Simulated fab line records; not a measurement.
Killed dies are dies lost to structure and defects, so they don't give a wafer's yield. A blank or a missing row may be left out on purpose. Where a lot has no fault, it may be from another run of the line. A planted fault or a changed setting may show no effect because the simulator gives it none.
Chamber matching	flow n5 finfet	N5_BEOL_M0_SAQP_PECVD_03 on pecvd-04 has 3 sister chambers
The step deposits SiCN from 3MS/NH3, target thk 12 nm, time 21.1 s. 6 wafers are shown with their chamber, then 7 later ones without.

== WAFERS PAIRED WITH THEIR CHAMBERS ==
wafer	chamber	showerhead plenum p Torr (Torr)	throttle valve pct (%)
L074.1	0	3.669	9.0
L078.4	0	3.650	9.4
L090.2	1	3.629	9.6
L090.5	1	3.631	9.8
L092.2	2	3.664	10.0
L092.4	2	3.655	9.9

== WAFERS WITH NO CHAMBER GIVEN ==
wafer	showerhead plenum p Torr (Torr)	throttle valve pct (%)
L092.5	3.625	9.2
L095.2	3.656	9.0
L095.4	3.625	9.6
L095.5	3.663	10.2
L096.1	3.663	9.1
L096.4	3.653	9.9
L096.6	3.637	9.5

== THE CHAMBER EACH PASSED THROUGH ==
wafer	from the rows above	in truth
L092.5	can't be placed: 1 or 0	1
L095.2	0	0
L095.4	1	1
L095.5	2	2
L096.1	0	0
L096.4	2	2
L096.6	can't be placed: 1 or 0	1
Correct placement for 5 of the 7. Unplaceable from these rows: 2, with the true chamber sitting among the candidates in 2. Wrongly placed: 0.
How it was worked out, from the rows above alone: a wafer's distance from a chamber is the root of the sum, over the readings, of the square of ((its reading less the chamber's mean) divided by the reading's scatter). If the next closest chamber is less than 2 further off than the closest, the wafer can't be placed; otherwise it belongs to the closest. A chamber's mean is the mean of its shown wafers. How the scatter is found: for the shown wafers, subtract from each reading the mean of its chamber, square and add these, divide the total by (wafers less chambers), then take the root.
